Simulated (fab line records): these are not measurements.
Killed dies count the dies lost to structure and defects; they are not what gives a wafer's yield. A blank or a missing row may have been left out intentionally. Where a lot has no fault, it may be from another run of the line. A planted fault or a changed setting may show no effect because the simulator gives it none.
Which tool was responsible? + flow nand_harc + 7 lots, 21 wafers sampled, at 1 step of a route of 1302

== WHAT THE GAUGES READ, wafer by wafer ==
NHARC_A_SGD_CUT_THK_MEAS_22: measures by ellipsometry.
| lot  | measured     | on            | thk_nm (nm)       |
|------|--------------|---------------|-------------------|
| L588 | day 20 05:29 | film_metro-01 | 147.0 146.2 145.5 |
| L590 | day 20 23:16 | film_metro-01 | 148.1 148.1 147.1 |
| L592 | day 22 09:41 | film_metro-01 | 149.6 151.1 149.1 |
| L602 | day 25 19:12 | film_metro-01 | 150.1 147.3 149.5 |
| L606 | day 27 08:41 | film_metro-01 | 146.3 148.6 146.4 |
| L604 | day 27 08:41 | film_metro-01 | 149.2 151.0 148.7 |
| L608 | day 28 15:10 | film_metro-02 | 146.5 145.8 147.7 |

== WHICH TOOL RAN EACH LOT (tool, then ch and the chambers of the sampled wafers, then the start) ==
No process step before these readings appears in the record.

== THE ANSWER, worked out from the rows above alone ==
Rule: what is usual is taken from the lots themselves. Put in order of their means at a reading, lots are off if they are a third of the lots or fewer, leave a main group of 4 or more, and stand apart from it by a gap of 3 or more times the standard deviation of the main group's means; of several such gaps the widest counts. A main group is skipped when, at the precision printed for the reading in the tables above, its means are all equal. A lot without any number at a reading at which 4 lots or more have one is off too. Where the step has rows for the other lots, those lots are counted as sound.
Nothing can be told from this: no lot is off at any reading shown.

== WHAT WAS PUT IN BY THE SIMULATOR ==
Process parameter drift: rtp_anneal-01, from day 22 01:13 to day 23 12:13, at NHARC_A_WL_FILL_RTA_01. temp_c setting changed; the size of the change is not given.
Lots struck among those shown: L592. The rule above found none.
